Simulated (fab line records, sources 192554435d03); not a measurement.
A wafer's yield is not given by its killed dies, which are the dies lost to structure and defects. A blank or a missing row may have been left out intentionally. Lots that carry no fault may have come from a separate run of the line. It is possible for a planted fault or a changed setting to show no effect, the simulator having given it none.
fab line records | flow n5_finfet | part 1 of 2: steps 1 to 24 of 29
record lots=5 | wafers=15 | last_day=19
route steps=1938 shown WELL_APT@44 PMOS_HMC_CHANNEL_EPI@57
lots with no fault: from the same line, run without faults
start_h: start of the lot's first displayed wafer, in hours after the record's first day | wait_h: hours since the lot's step before | " identical to the entry in the row above | L1.1+2: one row covering several wafers at once | - value missing, or start not given | * or withheld: withheld | < > ~ a bound
route shown NAME@n: a module of which the file shows steps, and the number in the route of the first | usual: mean/standard deviation taken from wafers without a fault | same: alike in all rows | chamber/n: place in a boat | sites: readings site by site | _std_site: standard deviation across them | _edge_site: the outer-site mean with the inner-site mean subtracted | radius_mm: for every site, how far away it sits from the centre of the wafer | mask NAME#n: copy n | behind: the tool/chamber that last shaped the wafer | hold: why the lot was held/for how many hours/how that ended | device: the n, p or np transistor that did not switch | end of line: tests of these same wafers at the route's end | a step without rows: its recipe alone | killed: the dies lost at the first sort to structure and to defects; this is not the yield of the wafer | map: dies across one wafer; x = killed, . = not, _ = none there
set.NAME: the setting as run; set.NAME@STEP: as run at that earlier step | model.NAME: the simulator's own value behind a step, which no gauge read
a table for each step, a row for each wafer; lots at some steps of the route
services: when a tool's chamber went out of use (start_h, in hours from the record's first day, below 0 if earlier), for how many hours, and the reason
## steps
# step N5_WELL_APT_OVL_MEAS_26
# recipe points_per_wafer=44
# usual PWELL_OVL=2/5.2
lot.wafer | tool       | chamber | start_h | wait_h | PWELL_OVL[nm]
L076.2    | overlay-01 | 0       | 27.76   | 0.0    | 3
L076.3    | "          | 0       | "       | "      | 9
L076.4    | "          | 0       | "       | "      | 15
L087.2    | overlay-01 | 0       | 92.85   | 0.0    | 5
L087.3    | "          | 0       | "       | "      | 5
L087.4    | "          | 0       | "       | "      | 4
L088.3    | overlay-02 | 0       | 99.01   | 0.0    | 0
L088.4    | "          | 0       | "       | "      | -7
L088.6    | "          | 0       | "       | "      | -2
L093.1    | overlay-02 | 0       | 129.11  | 0.0    | -3
L093.2    | "          | 0       | "       | "      | 0
L093.4    | "          | 0       | "       | "      | -1
L097.1    | overlay-02 | 0       | 152.83  | 0.0    | -2
L097.3    | "          | 0       | "       | "      | -3
L097.5    | "          | 0       | "       | "      | -1
# step N5_WELL_APT_INSPECT_27
# recipe mode=adi | inspect_instrument=macro
# usual raw_defect_count=2.0/1.4
lot.wafer | tool              | chamber | start_h | wait_h | raw_defect_count
L076.2    | defect_inspect-02 | -       | 27.78   | 0.0    | 1
L076.3    | "                 | -       | "       | "      | 2
L076.4    | "                 | -       | "       | "      | 4
L087.2    | defect_inspect-01 | -       | 92.87   | 0.0    | 3
L087.3    | "                 | -       | "       | "      | 1
L087.4    | "                 | -       | "       | "      | 1
L088.3    | defect_inspect-01 | -       | 99.03   | 0.0    | 1
L088.4    | "                 | -       | "       | "      | 2
L088.6    | "                 | -       | "       | "      | 4
L093.1    | defect_inspect-02 | -       | 129.13  | 0.0    | 1
L093.2    | "                 | -       | "       | "      | 2
L093.4    | "                 | -       | "       | "      | 2
L097.1    | defect_inspect-02 | -       | 152.86  | 0.0    | 2
L097.3    | "                 | -       | "       | "      | 4
L097.5    | "                 | -       | "       | "      | 0
# step N5_WELL_APT_DESCUM_30
# recipe chemistry=O2 | time_s=7.9 | source_power_w=50 | bias_power_w=20 | pressure_mtorr=20 | rf_frequency_hz=2.712e+07 | temp_c=40 | o2_flow_sccm=225
# usual bias_power_w=20.00/0.052 | chamber_pressure_mTorr=19.999/0.017 | drypump_motor_current_A=5.9/0.36 | oes_product_au=0.79/0.085 | rf_vpp_V=243.2/1.7 | showerhead_plenum_p_Torr=2.09/0.1 | throttle_valve_pct=20.34/0.16
lot.wafer | tool        | chamber | start_h | wait_h | bias_power_w | chamber_pressure_mTorr | drypump_motor_current_A | oes_product_au | rf_hours_counter_h | rf_vpp_V | showerhead_plenum_p_Torr | throttle_valve_pct
L076.2    | rie_diel-02 | 3       | 28.17   | 0.4    | 19.96        | 19.991                 | 5.9                     | 0.78           | 130                | 243.6    | 2.19                     | 20.15
L076.3    | "           | 0       | "       | "      | 20.02        | 19.975                 | 5.3                     | 0.70           | 247                | 241.2    | 1.97                     | 20.45
L076.4    | "           | 1       | "       | "      | 19.92        | 19.984                 | 5.5                     | 0.90           | -                  | 245.5    | 2.22                     | 20.22
L087.2    | rie_diel-05 | 2       | 92.90   | 0.0    | 20.03        | 20.007                 | 5.8                     | 0.67           | 244                | 240.1    | 1.98                     | 20.66
L087.3    | "           | 3       | "       | "      | 19.93        | 20.033                 | 6.3                     | 0.72           | 207                | 244.3    | 2.17                     | 20.62
L087.4    | "           | 0       | "       | "      | 19.96        | 19.982                 | 5.5                     | 0.78           | 133                | 243.5    | 2.18                     | 20.21
L088.3    | rie_diel-04 | 2       | 99.07   | 0.0    | 19.99        | 20.001                 | 6.1                     | 0.92           | 27                 | 242.0    | 2.04                     | 20.47
L088.4    | "           | 3       | "       | "      | 20.02        | 19.989                 | 6.0                     | 0.75           | 172                | 241.7    | 2.09                     | 20.32
L088.6    | "           | 0       | "       | "      | 19.99        | 20.002                 | 6.4                     | 0.95           | -                  | 245.6    | 2.24                     | 20.19
L093.1    | rie_diel-02 | 1       | 129.16  | 0.0    | 20.03        | 19.991                 | 5.4                     | 0.84           | 65                 | 246.1    | 2.21                     | 20.29
L093.2    | "           | 0       | "       | "      | 20.00        | 20.003                 | 5.3                     | 0.90           | 21                 | 246.4    | 2.23                     | 20.12
L093.4    | "           | 3       | "       | "      | 19.94        | 20.032                 | 5.9                     | 0.75           | 170                | 244.1    | 2.17                     | 20.19
L097.1    | rie_diel-02 | 1       | 152.89  | 0.0    | 20.05        | 19.995                 | 5.4                     | 0.82           | 73                 | 244.1    | 2.21                     | 20.31
L097.3    | "           | 2       | "       | "      | 20.07        | 19.999                 | 6.4                     | 0.68           | 236                | 241.8    | 2.06                     | 20.57
L097.5    | "           | 2       | "       | "      | 20.08        | 20.014                 | 6.4                     | 0.68           | -                  | 242.2    | 2.06                     | 20.55
# step N5_WELL_APT_IMPLANT_31
# recipe species=B | energy_kev=60 | dose_cm2=1.5e+13 | tilt_deg=0 | rotation_deg=0
# usual beam_on_s=10.01/0.21 | end_station_pressure_torr=5.16e-06/2.8e-07 | tilt_deg=0.002/0.02
lot.wafer | tool         | chamber | start_h | wait_h | beam_on_s | end_station_pressure_torr | tilt_deg
L076.2    | implanter-01 | 0       | 28.30   | 0.1    | 10.18     | 5.04e-06                  | -0.008
L076.3    | "            | 0       | "       | "      | 10.00     | 4.57e-06                  | 0.008
L076.4    | "            | 0       | "       | "      | 9.90      | 5.14e-06                  | -0.003
L087.2    | implanter-02 | 0       | 93.03   | 0.1    | 10.05     | 5.19e-06                  | 0.004
L087.3    | "            | 0       | "       | "      | 9.91      | 4.81e-06                  | -0.016
L087.4    | "            | 0       | "       | "      | 10.03     | 5.17e-06                  | 0.000
L088.3    | implanter-02 | 0       | 99.22   | 0.1    | 9.76      | 5.36e-06                  | -0.001
L088.4    | "            | 0       | "       | "      | 10.40     | 4.63e-06                  | 0.019
L088.6    | "            | 0       | "       | "      | 10.39     | 5.4e-06                   | 0.010
L093.1    | implanter-01 | 0       | 129.26  | 0.1    | 10.00     | 5.01e-06                  | 0.000
L093.2    | "            | 0       | "       | "      | 9.98      | 5.18e-06                  | 0.005
L093.4    | "            | 0       | "       | "      | 10.42     | 5.04e-06                  | 0.015
L097.1    | implanter-01 | 0       | 152.99  | 0.1    | 10.27     | 5e-06                     | 0.034
L097.3    | "            | 0       | "       | "      | 9.79      | 5.46e-06                  | 0.016
L097.5    | "            | 0       | "       | "      | 9.59      | 5.08e-06                  | 0.040
# step N5_WELL_APT_IMPLANT_32
# recipe species=BF2 | energy_kev=50 | dose_cm2=2e+13 | tilt_deg=0 | rotation_deg=0
# usual beam_on_s=10.02/0.2 | end_station_pressure_torr=5.2e-06/2.8e-07 | tilt_deg=0.002/0.02
lot.wafer | tool         | chamber | start_h | wait_h | beam_on_s | end_station_pressure_torr | tilt_deg
L076.2    | implanter-01 | 0       | 28.48   | 0.1    | 9.89      | 5.13e-06                  | 0.001
L076.3    | "            | 0       | "       | "      | 10.10     | 5.16e-06                  | -0.021
L076.4    | "            | 0       | "       | "      | 10.00     | 5.25e-06                  | -0.052
L087.2    | implanter-02 | 0       | 93.21   | 0.1    | 9.93      | 5.37e-06                  | 0.030
L087.3    | "            | 0       | "       | "      | 10.10     | 5.35e-06                  | -0.001
L087.4    | "            | 0       | "       | "      | 10.08     | 5.72e-06                  | 0.027
L088.3    | implanter-02 | 0       | 99.40   | 0.1    | 9.97      | 5.03e-06                  | -0.006
L088.4    | "            | 0       | "       | "      | 10.30     | 4.64e-06                  | -0.002
L088.6    | "            | 0       | "       | "      | 10.35     | 5.01e-06                  | -0.017
L093.1    | implanter-01 | 0       | 129.44  | 0.1    | 9.75      | 5.21e-06                  | -0.013
L093.2    | "            | 0       | "       | "      | 10.30     | 5.2e-06                   | -0.008
L093.4    | "            | 0       | "       | "      | 10.18     | 5.65e-06                  | -0.038
L097.1    | implanter-01 | 0       | 153.17  | 0.1    | 10.03     | 5.28e-06                  | -0.013
L097.3    | "            | 0       | "       | "      | 9.77      | 4.72e-06                  | 0.002
L097.5    | "            | 0       | "       | "      | 9.93      | 5.38e-06                  | 0.014
# step N5_WELL_APT_STRIP_33
# recipe chemistry=SPM | time_s=900 | temp_c=130 | h2so4_h2o2_vol_ratio=4 | dry=ipa_marangoni
# usual bath_guard_temp_C=129.8/0.58
lot.wafer | tool         | chamber | start_h | wait_h | bath_guard_temp_C
L076.2    | wet_bench-05 | 1       | 28.66   | 0.1    | 130.6
L076.3    | "            | 4       | "       | "      | 129.3
L076.4    | "            | 5       | "       | "      | 129.4
L087.2    | wet_bench-06 | 2       | 93.39   | 0.1    | 130.3
L087.3    | "            | 7       | "       | "      | 129.0
L087.4    | "            | 3       | "       | "      | 130.1
L088.3    | wet_bench-05 | 2       | 99.57   | 0.1    | 129.6
L088.4    | "            | 4       | "       | "      | 129.3
L088.6    | "            | 0       | "       | "      | 130.2
L093.1    | wet_bench-05 | 7       | 129.67  | 0.2    | 130.5
L093.2    | "            | 0       | "       | "      | 130.3
L093.4    | "            | 6       | "       | "      | 129.4
L097.1    | wet_bench-05 | 4       | 153.37  | 0.2    | 129.1
L097.3    | "            | 1       | "       | "      | 131.1
L097.5    | "            | 0       | "       | "      | 130.3
# step N5_WELL_APT_RTA_34
# recipe temp_c=1000 | time_s=10 | ambient=N2 | idle_temp_c=600 | ramp_up_c_per_s=150 | ramp_down_c_per_s=60 | cool_to_c=600
# usual lamp_power_pct=13.01/0.051 | lamp_zone_3_pct=13.00/0.032 | wafer_temp_C_max=1003.6/1
lot.wafer | tool          | chamber | start_h | wait_h | lamp_power_pct | lamp_zone_3_pct | wafer_temp_C_max
L076.2    | rtp_anneal-02 | 0       | 28.95   | 0.0    | 13.07          | 12.99           | 1002.6
L076.3    | "             | 0       | "       | "      | 12.98          | 13.02           | 1002.6
L076.4    | "             | 0       | "       | "      | 13.05          | 13.03           | 1001.9
L087.2    | rtp_anneal-01 | 0       | 93.76   | 0.1    | 13.05          | 13.03           | 1003.5
L087.3    | "             | 0       | "       | "      | 12.88          | 12.98           | 1005.5
L087.4    | "             | 0       | "       | "      | 13.01          | 13.03           | 1003.0
L088.3    | rtp_anneal-02 | 0       | 99.94   | 0.1    | 12.95          | 13.01           | 1002.7
L088.4    | "             | 0       | "       | "      | 13.02          | 13.01           | 1006.3
L088.6    | "             | 0       | "       | "      | 12.96          | 12.98           | 1003.7
L093.1    | rtp_anneal-01 | 0       | 129.95  | 0.0    | 13.00          | 13.04           | 1003.5
L093.2    | "             | 0       | "       | "      | 13.00          | 13.03           | 1003.3
L093.4    | "             | 0       | "       | "      | 13.10          | 12.94           | 1003.9
L097.1    | rtp_anneal-01 | 0       | 153.65  | 0.0    | 13.10          | 12.95           | 1003.3
L097.3    | "             | 0       | "       | "      | 12.98          | 12.95           | 1004.9
L097.5    | "             | 0       | "       | "      | 13.07          | 12.99           | 1003.9
# step N5_WELL_APT_OXIDE_STRIP_42
# recipe chemistry=dHF | dilution=25:1 | time_s=45 | temp_c=25 | target=SiO2 | target_depth_a=120
lot.wafer  | tool         | chamber | start_h | wait_h
L076.2+3+4 | wet_bench-01 | 1,3,2   | 29.08   | 0.1
L087.2+3+4 | wet_bench-06 | 4,0,5   | 93.88   | 0.1
L088.3+4+6 | wet_bench-01 | 4,7,6   | 100.04  | 0.1
L093.1+2+4 | wet_bench-05 | 6,4,7   | 130.10  | 0.1
L097.1+3+5 | wet_bench-01 | 2,0,5   | 153.80  | 0.1
# step N5_WELL_APT_PRECLEAN_36
# recipe chemistry=O3/DIW | time_s=45 | temp_c=22 | o3_ppm=10
lot.wafer  | tool         | chamber | start_h | wait_h
L076.2+3+4 | wet_bench-01 | 1,3,2   | 29.09   | 0.0
L087.2+3+4 | wet_bench-06 | 4,0,5   | 93.90   | 0.0
L088.3+4+6 | wet_bench-01 | 4,7,6   | 100.06  | 0.0
L093.1+2+4 | wet_bench-05 | 6,4,7   | 130.11  | 0.0
L097.1+3+5 | wet_bench-01 | 2,0,5   | 153.81  | 0.0
# step N5_WELL_APT_PRECLEAN_39
# recipe chemistry=dHF | time_s=60 | dilution=150:1 | temp_c=25
lot.wafer  | tool         | chamber | start_h | wait_h
L076.2+3+4 | wet_bench-01 | 1,3,2   | 29.11   | 0.0
L087.2+3+4 | wet_bench-06 | 4,0,5   | 93.91   | 0.0
L088.3+4+6 | wet_bench-01 | 4,7,6   | 100.07  | 0.0
L093.1+2+4 | wet_bench-05 | 6,4,7   | 130.12  | 0.0
L097.1+3+5 | wet_bench-01 | 2,0,5   | 153.82  | 0.0
# step N5_WELL_APT_SRD_37
# recipe dry=ipa_marangoni | do_ppb=5 | time_s=30 | temp_c=23 | rinse_liquid=diw
lot.wafer  | tool         | chamber | start_h | wait_h
L076.2+3+4 | wet_bench-01 | 1,3,2   | 29.12   | 0.0
L087.2+3+4 | wet_bench-06 | 4,0,5   | 93.93   | 0.0
L088.3+4+6 | wet_bench-01 | 4,7,6   | 100.09  | 0.0
L093.1+2+4 | wet_bench-05 | 6,4,7   | 130.14  | 0.0
L097.1+3+5 | wet_bench-01 | 2,0,5   | 153.84  | 0.0
# step N5_WELL_APT_EPI_41
# recipe material=Si | target_thk_a=500 | temp_c=650 | precursor=SiH4/H2 | pressure_torr=20 | time_s=297.7
# usual lamp_inner_pct=15.4/1.9 | throttle_valve_pct=11.4/0.51
lot.wafer | tool         | chamber | start_h | wait_h | lamp_inner_pct | throttle_valve_pct
L076.2    | epi_rpcvd-02 | 0       | 29.27   | 0.1    | 17.2           | 11.5
L076.3    | "            | 0       | "       | "      | 17.2           | 11.5
L076.4    | "            | 0       | "       | "      | 17.4           | 11.3
L087.2    | epi_rpcvd-03 | 0       | 94.07   | 0.1    | 12.9           | 10.6
L087.3    | "            | 0       | "       | "      | 12.6           | 10.5
L087.4    | "            | 0       | "       | "      | 12.7           | 10.7
L088.3    | epi_rpcvd-03 | 0       | 100.34  | 0.2    | 12.8           | 10.5
L088.4    | "            | 0       | "       | "      | 12.7           | 10.6
L088.6    | "            | 0       | "       | "      | 12.8           | 10.4
L093.1    | epi_rpcvd-01 | 0       | 130.19  | 0.0    | 14.9           | 12.3
L093.2    | "            | 0       | "       | "      | 14.8           | 11.9
L093.4    | "            | 0       | "       | "      | 14.9           | 11.8
L097.1    | epi_rpcvd-01 | 0       | 153.89  | 0.0    | 14.6           | 11.9
L097.3    | "            | 0       | "       | "      | 14.7           | 11.8
L097.5    | "            | 0       | "       | "      | 15.0           | 11.8
# step N5_WELL_APT_INSPECT_38
# recipe inspect_instrument=darkfield | mode=post_epi
# usual raw_defect_count=14/4.9
lot.wafer | tool              | chamber | start_h | wait_h | raw_defect_count
L076.2    | defect_inspect-02 | -       | 29.81   | 0.4    | 21
L076.3    | "                 | -       | "       | "      | 24
L076.4    | "                 | -       | "       | "      | 14
L087.2    | defect_inspect-01 | -       | 94.61   | 0.4    | 21
L087.3    | "                 | -       | "       | "      | 20
L087.4    | "                 | -       | "       | "      | 20
L088.3    | defect_inspect-01 | -       | 100.78  | 0.3    | 15
L088.4    | "                 | -       | "       | "      | 22
L088.6    | "                 | -       | "       | "      | 15
L093.1    | defect_inspect-01 | -       | 130.84  | 0.6    | 8
L093.2    | "                 | -       | "       | "      | 7
L093.4    | "                 | -       | "       | "      | 12
L097.1    | defect_inspect-01 | -       | 154.53  | 0.5    | 16
L097.3    | "                 | -       | "       | "      | 8
L097.5    | "                 | -       | "       | "      | 10
# step N5_PMOS_HMC_CHANNEL_EPI_HM_DEP_34
# recipe material=SiO2 | target_thk_a=360 | temp_c=400 | precursor=TEOS/O2 | pressure_torr=6.5 | rf_w=900 | teos_flow_sccm=161.4 | gas=O2 | flow_sccm=2650 | time_s=6.9
# usual heater_power_w=478/81 | showerhead_plenum_p_Torr=8.349/0.025 | throttle_valve_pct=19.0/1.5
lot.wafer | tool     | chamber | start_h | wait_h | heater_power_w | showerhead_plenum_p_Torr | throttle_valve_pct
L076.2    | pecvd-02 | 0       | 29.84   | 0.0    | 409            | 8.297                    | 17.8
L076.3    | "        | 1       | "       | "      | 582            | 8.336                    | 21.0
L076.4    | "        | 1       | "       | "      | 562            | 8.323                    | 20.7
L087.2    | pecvd-03 | 2       | 94.65   | 0.0    | 644            | 8.313                    | 17.2
L087.3    | "        | 0       | "       | "      | 521            | 8.350                    | 17.8
L087.4    | "        | 2       | "       | "      | 631            | 8.316                    | 17.4
L088.3    | pecvd-01 | 2       | 100.81  | 0.0    | 384            | 8.354                    | 19.3
L088.4    | "        | 2       | "       | "      | 385            | 8.342                    | 19.4
L088.6    | "        | 0       | "       | "      | 454            | 8.343                    | 17.7
L093.1    | pecvd-03 | 1       | 130.88  | 0.0    | 439            | 8.377                    | 21.4
L093.2    | "        | 0       | "       | "      | 505            | 8.345                    | 17.5
L093.4    | "        | 2       | "       | "      | 528            | 8.317                    | 17.3
L097.1    | pecvd-01 | 1       | 154.56  | 0.0    | 477            | 8.339                    | 20.0
L097.3    | "        | 2       | "       | "      | 417            | 8.345                    | 19.5
L097.5    | "        | 2       | "       | "      | 409            | 8.360                    | 19.3
# step N5_PMOS_HMC_CHANNEL_EPI_COAT_31
# recipe resist=BARC | temp_c=205 | time_s=60 | spin_rpm=1500 | resist_thk_nm=66
lot.wafer  | tool           | chamber | start_h | wait_h
L076.2+3+4 | litho_track-05 | 0       | 29.90   | 0.0
L087.2+3+4 | litho_track-03 | 0       | 94.70   | 0.0
L088.3+4+6 | litho_track-01 | 0       | 100.87  | 0.0
L093.1+2+4 | litho_track-05 | 0       | 130.93  | 0.0
L097.1+3+5 | litho_track-01 | 0       | 154.62  | 0.0
# step N5_PMOS_HMC_CHANNEL_EPI_COAT_03
# recipe resist=CAR-ArF-block | spin_rpm=1500 | resist_thk_nm=205
lot.wafer  | tool           | chamber | start_h | wait_h
L076.2+3+4 | litho_track-05 | 0       | -       | -
L087.2+3+4 | litho_track-03 | 0       | -       | -
L088.3+4+6 | litho_track-01 | 0       | -       | -
L093.1+2+4 | litho_track-05 | 0       | -       | -
L097.1+3+5 | litho_track-01 | 0       | -       | -
# step N5_PMOS_HMC_CHANNEL_EPI_EBR_05
# recipe solvent=PGMEA | ebr_width_mm=1.5
lot.wafer  | tool           | chamber | start_h | wait_h
L076.2+3+4 | litho_track-05 | 0       | -       | -
L087.2+3+4 | litho_track-03 | 0       | -       | -
L088.3+4+6 | litho_track-01 | 0       | -       | -
L093.1+2+4 | litho_track-05 | 0       | -       | -
L097.1+3+5 | litho_track-01 | 0       | -       | -
# step N5_PMOS_HMC_CHANNEL_EPI_SOFTBAKE_04
# recipe temp_c=110 | time_s=60 | resist=CAR-ArF-block
lot.wafer  | tool           | chamber | start_h | wait_h
L076.2+3+4 | litho_track-05 | 0       | -       | -
L087.2+3+4 | litho_track-03 | 0       | -       | -
L088.3+4+6 | litho_track-01 | 0       | -       | -
L093.1+2+4 | litho_track-05 | 0       | -       | -
L097.1+3+5 | litho_track-01 | 0       | -       | -
# step N5_PMOS_HMC_CHANNEL_EPI_EXPOSE_06
# recipe mask_id=PMOS_HMC_BLK | na=1.35 | source_shape=conventional | sigma_outer=0.8 | polarization=unpolarized | target_cd_nm=240 | dose_mj=41
# usual focus_offset_nm=-0.1/0.52
# same na=1.35
lot.wafer | tool            | chamber | start_h | wait_h | mask           | focus_offset_nm
L076.2    | arfi_scanner-02 | 0       | 30.13   | -      | PMOS_HMC_BLK#0 | -0.8
L076.3    | "               | 0       | "       | "      | PMOS_HMC_BLK#0 | -0.1
L076.4    | "               | 0       | "       | "      | PMOS_HMC_BLK#0 | 0.3
L087.2    | arfi_scanner-01 | 0       | 94.81   | -      | PMOS_HMC_BLK#0 | 0.0
L087.3    | "               | 0       | "       | "      | PMOS_HMC_BLK#0 | 0.0
L087.4    | "               | 0       | "       | "      | PMOS_HMC_BLK#0 | 1.2
L088.3    | arfi_scanner-02 | 0       | 101.11  | -      | PMOS_HMC_BLK#0 | -0.6
L088.4    | "               | 0       | "       | "      | PMOS_HMC_BLK#0 | -0.2
L088.6    | "               | 0       | "       | "      | PMOS_HMC_BLK#0 | 0.4
L093.1    | arfi_scanner-03 | 0       | 131.16  | -      | PMOS_HMC_BLK#0 | -0.4
L093.2    | "               | 0       | "       | "      | PMOS_HMC_BLK#0 | -0.6
L093.4    | "               | 0       | "       | "      | PMOS_HMC_BLK#0 | -0.2
L097.1    | arfi_scanner-03 | 0       | 154.84  | -      | PMOS_HMC_BLK#0 | -0.3
L097.3    | "               | 0       | "       | "      | PMOS_HMC_BLK#0 | 0.0
L097.5    | "               | 0       | "       | "      | PMOS_HMC_BLK#0 | -0.4
# step N5_PMOS_HMC_CHANNEL_EPI_PEB_07
# recipe peb_temp_c=110 | peb_time_s=60 | resist=CAR-ArF-block
# same peb_time_s=60
lot.wafer  | tool           | chamber | start_h | wait_h
L076.2+3+4 | litho_track-01 | 0       | 30.18   | 0.0
L087.2+3+4 | litho_track-03 | 0       | 94.86   | 0.0
L088.3+4+6 | litho_track-05 | 0       | 101.15  | 0.0
L093.1+2+4 | litho_track-03 | 0       | 131.22  | 0.1
L097.1+3+5 | litho_track-05 | 0       | 154.90  | 0.1
# step N5_PMOS_HMC_CHANNEL_EPI_DEVELOP_08
# recipe develop_time_s=30 | developer=TMAH | resist=CAR-ArF-block | dev_temp_c=23 | rinse_liquid=diw | dry=air_spin
lot.wafer  | tool           | chamber | start_h | wait_h
L076.2+3+4 | litho_track-01 | 0       | -       | -
L087.2+3+4 | litho_track-03 | 0       | -       | -
L088.3+4+6 | litho_track-05 | 0       | -       | -
L093.1+2+4 | litho_track-03 | 0       | -       | -
L097.1+3+5 | litho_track-05 | 0       | -       | -
# step N5_PMOS_HMC_CHANNEL_EPI_CD_MEAS_09
# recipe target_cd_nm=237.4 | landing_energy_ev=500 | detector=se_inlens
# usual cd_nm=237.8/0.73
lot.wafer | tool      | chamber | start_h | wait_h | cd_nm
L076.2    | cd_sem-01 | 0       | 30.25   | -      | 237.5
L076.3    | "         | 0       | "       | "      | 237.6
L076.4    | "         | 0       | "       | "      | 236.9
L087.2    | cd_sem-03 | 0       | 94.93   | -      | 237.4
L087.3    | "         | 0       | "       | "      | 237.3
L087.4    | "         | 0       | "       | "      | 237.0
L088.3    | cd_sem-03 | 0       | 101.22  | -      | 239.4
L088.4    | "         | 0       | "       | "      | 238.0
L088.6    | "         | 0       | "       | "      | 238.3
L093.1    | cd_sem-01 | 0       | 131.28  | -      | 238.1
L093.2    | "         | 0       | "       | "      | 239.2
L093.4    | "         | 0       | "       | "      | 238.9
L097.1    | cd_sem-03 | 0       | 154.97  | -      | 237.7
L097.3    | "         | 0       | "       | "      | 237.1
L097.5    | "         | 0       | "       | "      | 237.6
# step N5_PMOS_HMC_CHANNEL_EPI_OVL_MEAS_10
# recipe points_per_wafer=44
# usual PMOS_HMC_BLK_OVL=0.2/0.72
lot.wafer | tool       | chamber | start_h | wait_h | PMOS_HMC_BLK_OVL[nm]
L076.2    | overlay-01 | 0       | 30.28   | 0.0    | -1.1
L076.3    | "          | 0       | "       | "      | 0.7
L076.4    | "          | 0       | "       | "      | 0.0
L087.2    | overlay-02 | 0       | 94.96   | 0.0    | -1.2
L087.3    | "          | 0       | "       | "      | 1.0
L087.4    | "          | 0       | "       | "      | 0.7
L088.3    | overlay-01 | 0       | 101.25  | 0.0    | 0.7
L088.4    | "          | 0       | "       | "      | 0.4
L088.6    | "          | 0       | "       | "      | -0.8
L093.1    | overlay-01 | 0       | 131.31  | 0.0    | 0.4
L093.2    | "          | 0       | "       | "      | 0.1
L093.4    | "          | 0       | "       | "      | 0.7
L097.1    | overlay-02 | 0       | 155.02  | 0.1    | 2.1
L097.3    | "          | 0       | "       | "      | 3.7
L097.5    | "          | 0       | "       | "      | 1.9
# step N5_PMOS_HMC_CHANNEL_EPI_INSPECT_11
# recipe mode=adi | inspect_instrument=macro
# usual raw_defect_count=2.1/1.5
lot.wafer | tool              | chamber | start_h | wait_h | raw_defect_count
L076.2    | defect_inspect-02 | -       | 30.30   | 0.0    | 4
L076.3    | "                 | -       | "       | "      | 5
L076.4    | "                 | -       | "       | "      | 3
L087.2    | defect_inspect-02 | -       | 94.98   | 0.0    | 4
L087.3    | "                 | -       | "       | "      | 1
L087.4    | "                 | -       | "       | "      | 1
L088.3    | defect_inspect-01 | -       | 101.27  | 0.0    | 1
L088.4    | "                 | -       | "       | "      | 2
L088.6    | "                 | -       | "       | "      | 3
L093.1    | defect_inspect-01 | -       | 131.34  | 0.0    | 0
L093.2    | "                 | -       | "       | "      | 4
L093.4    | "                 | -       | "       | "      | 1
L097.1    | defect_inspect-01 | -       | 155.05  | 0.0    | 2
L097.3    | "                 | -       | "       | "      | 0
L097.5    | "                 | -       | "       | "      | 2
